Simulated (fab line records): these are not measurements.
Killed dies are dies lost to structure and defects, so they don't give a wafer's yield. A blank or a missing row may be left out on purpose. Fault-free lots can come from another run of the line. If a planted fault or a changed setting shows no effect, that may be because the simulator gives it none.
Chamber matching :: flow n5 finfet :: 4 sister chambers for N5_DUMMY_GATE_ETCH_23 on rie si-01
The step etches poly-Si in HBr/Cl2/O2, target depth 41 nm, time 22.3 s. 4 wafers are shown with their chamber, then 10 later ones without.

## WAFERS PAIRED WITH THEIR CHAMBERS
wafer: L087.3
chamber: 0
oes product au (a.u.): 1.011

wafer: L087.6
chamber: 3
oes product au (a.u.): 0.974

wafer: L088.1
chamber: 1
oes product au (a.u.): 0.995

wafer: L088.2
chamber: 2
oes product au (a.u.): 1.004

## WAFERS WITHOUT THEIR CHAMBER
wafer: L088.4
oes product au (a.u.): 0.983

wafer: L089.1
oes product au (a.u.): 0.995

wafer: L089.4
oes product au (a.u.): 1.010

wafer: L089.6
oes product au (a.u.): 0.981

wafer: L096.2
oes product au (a.u.): 0.979

wafer: L096.3
oes product au (a.u.): 1.008

wafer: L096.4
oes product au (a.u.): 0.993

wafer: L097.2
oes product au (a.u.): 0.991

wafer: L097.3
oes product au (a.u.): 0.975

wafer: L097.6
oes product au (a.u.): 0.979

## WHICH CHAMBER EACH ONE RAN IN
wafer: L088.4
from the rows above: can't be placed: 3 or 1
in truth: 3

wafer: L089.1
from the rows above: can't be placed: 1 or 2
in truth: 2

wafer: L089.4
from the rows above: can't be placed: 0 or 2
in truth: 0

wafer: L089.6
from the rows above: can't be placed: 3 or 1
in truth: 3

wafer: L096.2
from the rows above: 3
in truth: 3

wafer: L096.3
from the rows above: can't be placed: 0 or 2
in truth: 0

wafer: L096.4
from the rows above: can't be placed: 1 or 2
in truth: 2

wafer: L097.2
from the rows above: can't be placed: 1 or 2
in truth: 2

wafer: L097.3
from the rows above: 3
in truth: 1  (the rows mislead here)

wafer: L097.6
from the rows above: 3
in truth: 3
Correct placement for 2 of the 10. Not placeable from these rows: 7 (in 7, the candidates include the true chamber). Wrongly placed: 1.
How it was worked out, from the rows above alone: a wafer's distance from a chamber is the root of the sum, over the readings, of the square of ((its reading less the chamber's mean) divided by the reading's scatter). The wafer belongs to the nearest chamber; if the next one is less than 2 further off, it can't be placed. A chamber's mean is the mean of its shown wafers. The scatter: with one shown wafer a chamber, the root of the mean of the squares of how far each hidden wafer lies from its nearest shown one.
